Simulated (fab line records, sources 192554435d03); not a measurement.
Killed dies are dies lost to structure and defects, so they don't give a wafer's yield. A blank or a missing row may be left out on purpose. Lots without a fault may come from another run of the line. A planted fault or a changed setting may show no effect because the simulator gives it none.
fab line records | flow n5_finfet | part 1 of 2: steps 1 to 18 of 25
record lots=5 wafers=15 last_day=16
route steps=1938 shown HKMG_FIN@448 GATE_CUT@465
lots that met no fault: from a run of the same line without faults
start_h: hours from the record's first day to the start of the lot's first wafer shown | wait_h: hours since the lot's step before | " the same as in the row above | L1.1+2: a row that stands for several wafers | - no value, or no start given | * or withheld: withheld | < > ~ a bound
route shown NAME@n: a module of which the file shows steps, and the number in the route of the first | usual: mean/standard deviation of fault-free wafers | same: alike in all rows | chamber/n: place in a boat | sites: the reading at each site | _std_site: their standard deviation | _edge_site: outer sites' mean less inner sites' | radius_mm: how far each site lies from the wafer's centre | mask NAME#n: copy n | behind: the tool/chamber that last shaped the wafer | hold: why the lot was held/for how many hours/how that ended | device: the transistor (n, p or np) that didn't switch | end of line: the same wafers' tests at the end of the route | a step without rows: its recipe alone | killed: dies lost to structure and defects at the first sort, not the wafer's yield | map: a wafer's dies, x killed, . not, _ none there
set.NAME: the setting as run; set.NAME@STEP: as run at that earlier step | model.NAME: the simulator's own value behind a step, which no gauge read
lots at some steps of the route; a table a step, a row a wafer
services: from which hour (start_h, from the record's first day; less than 0 if before it) a tool's chamber was out of use, for how many hours, and why
## steps
# step N5_HKMG_FIN_NWFM_ALD_20
# recipe material=TiAlC target_thk_a=20 temp_c=300 ald_precursor_family=TiCl4 ald_co_reactant=TEA pulse_time_s=3 purge_time_s=2 co_reactant_purge_time_s=2 co_reactant_pulse_time_s=10 ald_cycles=7 pressure_torr=3
# usual heater_power_w=480/54 precursor_pulse_height_rel=1.001/0.022
# columns lot.wafer tool chamber start_h wait_h heater_power_w precursor_pulse_height_rel
L077.1 ald_metal-04 1 95.20 0.3 405 0.961
L077.2 " 2 " " 476 0.966
L077.4 " 0 " " 387 0.997
L083.2 ald_metal-03 2 129.41 0.3 439 1.027
L083.3 " 1 " " 502 1.023
L083.6 " 2 " " 427 1.008
L091.1 ald_metal-02 3 177.42 0.3 541 1.005
L091.3 " 2 " " 438 0.997
L091.4 " 0 " " 525 0.998
L095.1 ald_metal-03 1 203.68 0.3 498 1.020
L095.3 " 3 " " 498 1.038
L095.4 " 0 " " 584 0.980
L096.1 ald_metal-03 0 211.92 0.3 591 0.994
L096.2 " 1 " " 487 1.004
L096.3 " 2 " " 439 1.011
# step N5_HKMG_FIN_ALD_71
# recipe material=TiN target_thk_a=10 temp_c=400 ald_precursor_family=TiCl4 ald_co_reactant=NH3 pulse_time_s=1 purge_time_s=3 co_reactant_purge_time_s=2 co_reactant_pulse_time_s=2 ald_cycles=47 pressure_torr=3
# usual heater_power_w=858/97 precursor_pulse_height_rel=0.998/0.021
# columns lot.wafer tool chamber start_h wait_h heater_power_w precursor_pulse_height_rel
L077.1 ald_metal-04 1 95.30 0.0 734 0.982
L077.2 " 2 " " 855 0.967
L077.4 " 0 " " 703 1.009
L083.2 ald_metal-03 2 129.51 0.0 772 0.988
L083.3 " 1 " " 909 0.978
L083.6 " 2 " " 771 1.033
L091.1 ald_metal-02 3 177.52 0.0 941 1.046
L091.3 " 2 " " 777 1.007
L091.4 " 0 " " 954 1.024
L095.1 ald_metal-03 1 203.78 0.0 913 1.029
L095.3 " 3 " " 895 0.982
L095.4 " 0 " " 1036 1.002
L096.1 ald_metal-03 0 212.02 0.0 1050 0.998
L096.2 " 1 " " 893 0.973
L096.3 " 2 " " 744 1.015
# step N5_HKMG_FIN_COAT_66
# recipe resist=SOC temp_c=250 time_s=60 spin_rpm=1500 resist_thk_nm=300
# columns lot.wafer tool chamber start_h wait_h
L077.1+2+4 litho_track-01 0 95.58 0.2
L083.2+3+6 litho_track-01 0 129.79 0.2
L091.1+3+4 litho_track-04 0 177.79 0.2
L095.1+3+4 litho_track-04 0 204.05 0.2
L096.1+2+3 litho_track-02 0 212.29 0.2
# step N5_HKMG_FIN_ETCH_67
# recipe chemistry=N2/H2 target=SOC target_depth_a=3889 stop_on=TiN ion_energy_ev=100 bias_w=61 pressure_mtorr=30 source_w=850 n2_flow_sccm=200 h2_flow_sccm=200
# usual bias_w=60.98/0.2 drypump_motor_current_A=5.7/0.51 n2_flow_sccm=200.1/0.65 oes_product_au=0.81/0.084 rf_vpp_V=240.6/1.2 showerhead_plenum_p_Torr=2.53/0.061 throttle_valve_pct=17.9/0.34
# columns lot.wafer tool chamber start_h wait_h bias_w drypump_motor_current_A n2_flow_sccm oes_product_au rf_hours_counter_h rf_vpp_V showerhead_plenum_p_Torr throttle_valve_pct
L077.1 rie_diel-05 2 95.64 - 60.93 6.7 199.9 0.71 151 240.8 2.56 18.5
L077.2 " 0 " " 60.87 5.1 198.9 0.89 29 238.9 2.48 17.7
L077.4 " 1 " " 60.94 5.8 200.4 0.91 18 240.3 2.46 17.5
L083.2 rie_diel-05 0 129.85 - 60.98 5.1 199.6 0.87 45 240.6 2.48 17.7
L083.3 " 3 " " 60.91 5.0 199.3 0.96 5 242.3 2.49 17.6
L083.6 " 3 " " 60.77 5.0 200.1 0.98 - 240.3 2.49 17.6
L091.1 rie_diel-04 0 177.86 - 61.35 5.9 201.3 0.77 124 240.3 2.47 18.0
L091.3 " 3 " " 61.17 6.0 199.5 0.92 23 238.9 2.47 17.4
L091.4 " 2 " " 61.14 5.4 199.8 0.92 16 240.6 2.52 17.7
L095.1 rie_diel-05 2 204.12 - 60.81 6.7 200.0 0.70 193 240.5 2.54 18.6
L095.3 " 3 " " 60.97 5.0 200.5 0.90 32 240.0 2.48 17.7
L095.4 " 0 " " 60.97 5.1 199.6 0.83 71 239.5 2.47 17.7
L096.1 rie_diel-04 0 212.38 - 60.98 5.9 200.3 0.75 137 238.3 2.47 18.0
L096.2 " 1 " " 60.98 5.4 200.0 0.82 65 242.2 2.59 17.8
L096.3 " 2 " " 61.15 5.4 199.9 0.89 29 239.7 2.51 17.7
# step N5_HKMG_FIN_STRIP_90
# recipe chemistry=N2/H2 material=SOC time_s=20 power_w=500 temp_c=40 pressure_mtorr=50 rf_frequency_hz=6e+07 bias_power_w=8 h2_frac=0.5 n2_flow_sccm=300 h2_flow_sccm=300
# usual drypump_motor_current_A=5.7/0.51 n2_flow_sccm=300.0/0.88 oes_product_au=0.82/0.087 rf_vpp_V=54.2/0.89 showerhead_plenum_p_Torr=3.34/0.077 throttle_valve_pct=19.2/0.5
# columns lot.wafer tool chamber start_h wait_h drypump_motor_current_A n2_flow_sccm oes_product_au rf_hours_counter_h rf_vpp_V showerhead_plenum_p_Torr throttle_valve_pct
L077.1 rie_diel-05 2 95.70 0.0 6.7 302.1 0.73 151 55.8 3.38 20.2
L077.2 " 0 " " 5.1 298.6 0.91 29 54.2 3.28 18.9
L077.4 " 1 " " 5.8 300.5 0.91 18 53.5 3.25 18.7
L083.2 rie_diel-05 0 129.91 0.0 5.1 299.1 0.88 45 53.1 3.28 19.0
L083.3 " 3 " " 5.0 299.6 0.98 5 54.9 3.30 18.9
L083.6 " 3 " " 5.0 299.6 0.98 - 54.5 3.30 19.0
L091.1 rie_diel-04 0 177.92 0.0 5.9 299.0 0.78 124 53.5 3.27 19.5
L091.3 " 3 " " 6.0 300.5 0.93 23 54.1 3.27 18.5
L091.4 " 2 " " 5.3 299.9 0.92 16 53.3 3.33 19.1
L095.1 rie_diel-05 2 204.18 0.0 6.8 299.9 0.70 193 54.0 3.36 20.3
L095.3 " 3 " " 5.0 300.5 0.91 32 52.8 3.28 19.0
L095.4 " 0 " " 5.1 302.1 0.86 72 54.0 3.26 19.0
L096.1 rie_diel-04 0 212.44 0.0 6.0 299.2 0.76 137 53.3 3.26 19.5
L096.2 " 1 " " 5.5 299.6 0.86 65 55.6 3.42 18.9
L096.3 " 2 " " 5.4 299.9 0.88 29 54.3 3.32 19.1
# step N5_HKMG_FIN_WET_ETCH_73
# recipe chemistry=SC1 mix=1:2:40 temp_c=50 time_s=42.3 target_depth_nm=1.3 dry=ipa_marangoni rinse_time_s=30 rinse_temp_c=23
# columns lot.wafer tool chamber start_h wait_h
L077.1+2+4 wet_bench-06 7,5,2 95.80 0.1
L083.2+3+6 wet_bench-04 7,6,0 130.01 0.1
L091.1+3+4 wet_bench-06 3,7,6 178.02 0.1
L095.1+3+4 wet_bench-06 6,1,0 204.28 0.1
L096.1+2+3 wet_bench-04 0,1,7 212.54 0.1
# step N5_HKMG_FIN_ETCHBACK_68
# recipe chemistry=Cl2/Ar stop_on=HfO2 target_depth_a=5 pressure_mtorr=10 icp_w=600 bias_w=60 Cl2_flow_sccm=40 Ar_flow_sccm=60
# usual bias_w=59.99/0.18 drypump_motor_current_A=5.84/0.25 oes_product_au=0.78/0.077 throttle_valve_pct=21.00/0.29
# columns lot.wafer tool chamber start_h wait_h bias_w drypump_motor_current_A oes_product_au rf_hours_counter_h throttle_valve_pct
L077.1 rie_metal-03 0 95.86 0.0 59.75 5.77 0.81 15 20.91
L077.2 " 1 " " 60.15 5.54 0.82 21 20.91
L077.4 " 0 " " 60.39 5.78 0.81 - 20.89
L083.2 rie_metal-01 0 130.07 0.0 60.16 6.30 0.87 11 21.05
L083.3 " 0 " " 60.09 6.31 0.86 - 21.08
L083.6 " 1 " " 60.17 6.00 0.78 - 20.77
L091.1 rie_metal-03 1 178.08 0.0 59.89 5.58 0.80 28 20.92
L091.3 " 1 " " 60.04 5.57 0.81 - 20.91
L091.4 " 0 " " 59.98 5.77 0.80 - 20.91
L095.1 rie_metal-02 1 204.33 0.0 60.17 5.67 0.59 116 21.74
L095.3 " 1 " " 59.91 5.67 0.59 - 21.74
L095.4 " 0 " " 59.75 6.06 0.74 - 20.80
L096.1 rie_metal-03 0 212.59 0.0 60.15 5.77 0.78 25 20.93
L096.2 " 1 " " 60.01 5.60 0.79 32 20.94
L096.3 " 1 " " 60.07 5.56 0.78 - 20.92
# step N5_HKMG_FIN_STRIP_69
# recipe chemistry=N2/H2 power_w=2500 temp_c=300 h2_frac=0.65 time_s=360 pressure_mtorr=withheld n2_flow_sccm=1750 h2_flow_sccm=3250
# usual drypump_motor_current_A=6.0/0.61 heater_power_w=534/44 n2_flow_sccm=1750/5.3
# columns lot.wafer tool chamber start_h wait_h drypump_motor_current_A heater_power_w n2_flow_sccm rf_hours_counter_h
L077.1 plasma_asher-01 1 96.00 0.1 6.3 558 1752 40
L077.2 " 0 " " 5.1 558 1746 40
L077.4 " 0 " " 5.1 580 1745 -
L083.2 plasma_asher-02 1 130.22 0.1 5.9 473 1744 97
L083.3 " 1 " " 5.9 469 1744 -
L083.6 " 0 " " 6.7 564 1762 -
L091.1 plasma_asher-02 0 178.22 0.1 6.7 564 1740 106
L091.3 " 1 " " 5.9 458 1750 -
L091.4 " 0 " " 6.7 559 1747 -
L095.1 plasma_asher-02 0 204.48 0.1 6.7 574 1751 111
L095.3 " 1 " " 5.9 466 1748 -
L095.4 " 0 " " 6.7 554 1754 -
L096.1 plasma_asher-02 0 212.74 0.1 6.7 573 1747 113
L096.2 " 1 " " 5.9 454 1746 113
L096.3 " 0 " " 6.7 563 1748 -
# step N5_HKMG_FIN_ALD_21
# recipe material=TiN target_thk_a=15 temp_c=400 ald_precursor_family=TiCl4 ald_co_reactant=NH3 pulse_time_s=1 purge_time_s=3 co_reactant_purge_time_s=2 co_reactant_pulse_time_s=2 ald_cycles=68 pressure_torr=3
# usual heater_power_w=847/93 precursor_pulse_height_rel=0.997/0.02
# columns lot.wafer tool chamber start_h wait_h heater_power_w precursor_pulse_height_rel
L077.1 ald_metal-03 1 96.39 0.3 900 1.012
L077.2 " 2 " " 777 1.002
L077.4 " 3 " " 883 0.991
L083.2 ald_metal-03 3 130.60 0.3 863 1.008
L083.3 " 1 " " 902 0.995
L083.6 " 2 " " 780 0.997
L091.1 ald_metal-04 2 178.60 0.3 831 1.004
L091.3 " 0 " " 705 1.024
L091.4 " 3 " " 864 0.967
L095.1 ald_metal-02 2 204.86 0.3 787 1.003
L095.3 " 3 " " 960 0.976
L095.4 " 0 " " 907 1.022
L096.1 ald_metal-02 0 213.12 0.3 922 0.941
L096.2 " 2 " " 803 1.008
L096.3 " 3 " " 987 1.027
# step N5_HKMG_FIN_ALD_72
# recipe material=W target_thk_a=20 temp_c=300 pressure_torr=7.5 ald_precursor_family=WF6 ald_co_reactant=B2H6 pulse_time_s=1 purge_time_s=2 co_reactant_purge_time_s=2 co_reactant_pulse_time_s=3 ald_cycles=7
# usual heater_power_w=480/24 precursor_pulse_height_rel=1.000/0.02
# columns lot.wafer tool chamber start_h wait_h heater_power_w precursor_pulse_height_rel
L077.1 cvd_w-02 0 96.75 0.2 462 1.022
L077.2 " 1 " " 474 1.011
L077.4 " 0 " " 443 1.007
L083.2 cvd_w-01 1 130.96 0.2 516 0.979
L083.3 " 1 " " 503 1.008
L083.6 " 0 " " 503 0.989
L091.1 cvd_w-02 0 178.96 0.2 453 1.008
L091.3 " 0 " " 445 0.979
L091.4 " 1 " " 479 0.961
L095.1 cvd_w-02 1 205.22 0.2 485 1.016
L095.3 " 1 " " 471 0.976
L095.4 " 0 " " 463 0.997
L096.1 cvd_w-01 1 213.48 0.2 515 0.996
L096.2 " 0 " " 506 0.984
L096.3 " 1 " " 503 1.024
# step N5_HKMG_FIN_W_FILL_22
# recipe material=W target_thk_a=600 temp_c=400 pressure_torr=39.4 time_s=18.2
# usual heater_power_w=859/44 throttle_valve_pct=18.6/0.75
# columns lot.wafer tool chamber start_h wait_h heater_power_w throttle_valve_pct
L077.1 cvd_w-02 0 96.81 0.0 801 17.9
L077.2 " 1 " " 862 18.5
L077.4 " 0 " " 797 18.1
L083.2 cvd_w-01 1 131.02 0.0 907 18.5
L083.3 " 1 " " 939 18.6
L083.6 " 0 " " 900 20.2
L091.1 cvd_w-02 0 179.02 0.0 799 18.3
L091.3 " 0 " " 831 18.2
L091.4 " 1 " " 863 18.3
L095.1 cvd_w-02 1 205.28 0.0 864 18.4
L095.3 " 1 " " 861 18.4
L095.4 " 0 " " 802 17.9
L096.1 cvd_w-01 1 213.54 0.0 903 18.6
L096.2 " 0 " " 923 20.3
L096.3 " 1 " " 917 18.5
# step N5_HKMG_FIN_PRECLEAN_83
# recipe chemistry=DIW time_s=57.5 temp_c=23
# columns lot.wafer tool chamber start_h wait_h
L077.1+2+4 wet_bench-04 0,4,5 96.87 0.0
L083.2+3+6 wet_bench-06 7,4,1 131.08 0.0
L091.1+3+4 wet_bench-06 1,3,4 179.08 0.0
L095.1+3+4 wet_bench-06 4,3,0 205.34 0.0
L096.1+2+3 wet_bench-04 0,1,7 213.60 0.0
# step N5_HKMG_FIN_SRD_84
# recipe dry_time_s=32 dry=n2_spin spin_rpm=1500
# usual spin_rpm=1500.0/0.75
# columns lot.wafer tool chamber start_h wait_h spin_rpm
L077.1 wet_bench-04 0 96.89 0.0 1500.5
L077.2 " 4 " " 1499.1
L077.4 " 5 " " 1499.9
L083.2 wet_bench-06 7 131.10 0.0 1499.5
L083.3 " 4 " " 1500.1
L083.6 " 1 " " 1500.4
L091.1 wet_bench-06 1 179.10 0.0 1499.1
L091.3 " 3 " " 1500.5
L091.4 " 4 " " 1500.0
L095.1 wet_bench-06 4 205.36 0.0 1500.0
L095.3 " 3 " " 1499.9
L095.4 " 0 " " 1499.3
L096.1 wet_bench-04 0 213.62 0.0 1499.2
L096.2 " 1 " " 1501.3
L096.3 " 7 " " 1498.4
# step N5_HKMG_FIN_CMP_23
# recipe stop_on=SiNx t_overpolish_s=10 post_cmp_clean=rinse_only down_force_psi=4 platen_rpm=50.289 pad_velocity_m_s=1.0006 target_thk_nm=46.326
# usual motor_current_A=11.8/1.2 overpolish_run_s=9.98/0.15 pad_life_wafers=1048/510 retaining_ring_pressure_frac=1.000/0.005 slurry_filter_dp_kPa=13.51/0.13 time_to_endpoint_s=13/3.5
# same t_overpolish_s=10
# columns lot.wafer tool chamber start_h wait_h motor_current_A overpolish_run_s pad_life_wafers retaining_ring_pressure_frac slurry_filter_dp_kPa time_to_endpoint_s
L077.4 cmp-04 2 96.92 0.0 13.4 9.99 708 1.000 13.48 12
L077.2 " 3 " " 14.1 10.01 709 0.994 13.49 6
L077.1 " 1 " " 10.4 10.00 711 1.003 13.74 17
L083.3 cmp-04 0 131.13 0.0 12.4 10.00 882 1.003 13.35 10
L083.2 " 2 " " 14.2 10.00 884 1.002 13.36 8
L083.6 " 0 " " 12.3 10.00 - 1.012 13.62 12
L091.1 cmp-02 2 179.13 0.0 11.6 10.00 366 1.010 13.44 15
L091.4 " 3 " " 10.7 9.99 367 0.995 13.40 16
L091.3 " 0 " " 10.5 9.99 368 1.002 13.58 10
L095.4 cmp-01 1 205.39 0.0 12.0 10.01 1740 1.002 13.55 13
L095.1 " 3 " " 12.3 10.01 1742 1.001 13.37 16
L095.3 " 0 " " 12.2 9.99 1743 1.008 13.46 7
L096.1 cmp-01 2 213.65 0.0 10.3 10.01 1794 0.996 13.55 12
L096.3 " 3 " " 12.3 10.02 1795 0.997 13.32 16
L096.2 " 0 " " 11.8 10.01 1796 1.011 13.44 8
# step N5_HKMG_FIN_CMP_94
# recipe stop_on=SiNx post_cmp_clean=w_dilute_nh4oh t_overpolish_s=4.7 down_force_psi=4 platen_rpm=50.289 pad_velocity_m_s=1.0006 target_thk_nm=43.299
# usual motor_current_A=11.7/1.2 pad_life_wafers=1054/510 retaining_ring_pressure_frac=1.000/0.005 slurry_filter_dp_kPa=13.51/0.13
# same t_overpolish_s=4.7
# columns lot.wafer tool chamber start_h wait_h motor_current_A pad_life_wafers retaining_ring_pressure_frac slurry_filter_dp_kPa
L077.4 cmp-04 2 97.40 0.4 14.2 714 0.996 13.49
L077.2 " 3 " " 13.9 715 0.994 13.49
L077.1 " 1 " " 10.6 717 1.007 13.47
L083.3 cmp-04 0 131.61 0.4 12.1 888 1.004 13.46
L083.2 " 2 " " 14.0 890 1.005 13.68
L083.6 " 0 " " 12.6 - 1.005 13.45
L091.1 cmp-02 2 179.61 0.4 11.9 372 0.995 13.44
L091.4 " 3 " " 9.5 373 0.996 13.59
L091.3 " 0 " " 10.8 374 1.003 13.50
L095.4 cmp-01 1 205.87 0.4 11.7 1746 0.997 13.53
L095.1 " 3 " " 12.0 1748 0.999 13.67
L095.3 " 0 " " 12.1 1749 0.997 13.48
L096.1 cmp-01 2 214.13 0.4 10.1 1800 0.996 13.42
L096.3 " 3 " " 12.6 1801 1.004 13.54
L096.2 " 0 " " 12.3 1802 0.997 13.55
# step N5_HKMG_FIN_INSPECT_28
# recipe inspect_instrument=darkfield mode=post_cmp
# usual raw_defect_count=40/18
# columns lot.wafer tool chamber start_h wait_h raw_defect_count
L077.1 defect_inspect-01 - 97.63 0.0 15
L077.2 " - " " 25
L077.4 " - " " 10
L083.2 defect_inspect-01 - 131.84 0.0 32
L083.3 " - " " 56
L083.6 " - " " 42
L091.1 defect_inspect-02 - 179.84 0.0 41
L091.3 " - " " 35
L091.4 " - " " 65
L095.1 defect_inspect-02 - 206.10 0.0 52
L095.3 " - " " 35
L095.4 " - " " 21
L096.1 defect_inspect-02 - 214.36 0.0 70
L096.2 " - " " 66
L096.3 " - " " 62
# step N5_GATE_CUT_ETCHBACK_00
# recipe chemistry=SF6/Cl2 target=W pressure_mtorr=8 icp_w=900 bias_w=80 SF6_flow_sccm=40 Cl2_flow_sccm=60
# usual bias_w=80.01/0.24 drypump_motor_current_A=5.88/0.25 oes_product_au=0.79/0.075 throttle_valve_pct=27.6/0.3
# columns lot.wafer tool chamber start_h wait_h bias_w drypump_motor_current_A oes_product_au rf_hours_counter_h throttle_valve_pct
L077.1 rie_metal-03 0 97.66 0.0 79.56 5.81 0.85 15 27.6
L077.2 " 1 " " 80.32 5.56 0.84 22 27.6
L077.4 " 0 " " 79.96 5.77 0.84 - 27.6
L083.2 rie_metal-01 1 131.88 0.0 79.83 6.00 0.78 43 27.5
L083.3 " 0 " " 79.54 6.31 0.88 - 27.6
L083.6 " 1 " " 79.98 5.98 0.78 - 27.6
L091.1 rie_metal-02 0 179.88 0.0 79.83 6.05 0.75 59 27.3
L091.3 " 0 " " 80.05 6.06 0.75 - 27.3
L091.4 " 1 " " 80.05 5.65 0.61 - 28.4
L095.1 rie_metal-03 1 206.14 0.0 79.69 5.57 0.81 31 27.6
L095.3 " 0 " " 79.97 5.78 0.81 - 27.6
L095.4 " 1 " " 79.51 5.57 0.82 - 27.6
L096.1 rie_metal-03 1 214.40 0.0 80.22 5.56 0.80 32 27.6
L096.2 " 0 " " 79.87 5.78 0.80 25 27.6
L096.3 " 1 " " 80.10 5.58 0.80 - 27.6
# step N5_GATE_CUT_ETCH_56
# recipe chemistry=Cl2/Ar target=TiN target_depth_a=216 pressure_mtorr=10 icp_w=600 bias_w=60 Cl2_flow_sccm=40 Ar_flow_sccm=60
# usual bias_w=60.00/0.17 drypump_motor_current_A=5.88/0.25 oes_product_au=0.78/0.075 throttle_valve_pct=20.99/0.29
# columns lot.wafer tool chamber start_h wait_h bias_w drypump_motor_current_A oes_product_au rf_hours_counter_h throttle_valve_pct
L077.1 rie_metal-03 0 97.78 0.1 60.04 5.80 0.82 15 20.90
L077.2 " 1 " " 60.05 5.56 0.83 22 20.92
L077.4 " 0 " " 60.15 5.78 0.81 - 20.90
L083.2 rie_metal-01 1 132.00 0.1 60.00 6.03 0.78 43 20.74
L083.3 " 0 " " 60.01 6.31 0.87 - 21.06
L083.6 " 1 " " 59.83 6.03 0.79 - 20.74
L091.1 rie_metal-02 0 180.00 0.1 59.86 6.05 0.75 59 20.78
L091.3 " 0 " " 59.94 6.06 0.75 - 20.78
L091.4 " 1 " " 60.17 5.66 0.60 - 21.74
L095.1 rie_metal-03 1 206.26 0.1 59.92 5.58 0.78 31 20.93
L095.3 " 0 " " 59.81 5.79 0.78 - 20.93
L095.4 " 1 " " 60.09 5.57 0.79 - 20.93
L096.1 rie_metal-03 1 214.52 0.1 59.83 5.58 0.78 32 20.93
L096.2 " 0 " " 59.79 5.77 0.78 25 20.93
L096.3 " 1 " " 59.76 5.57 0.79 - 20.93
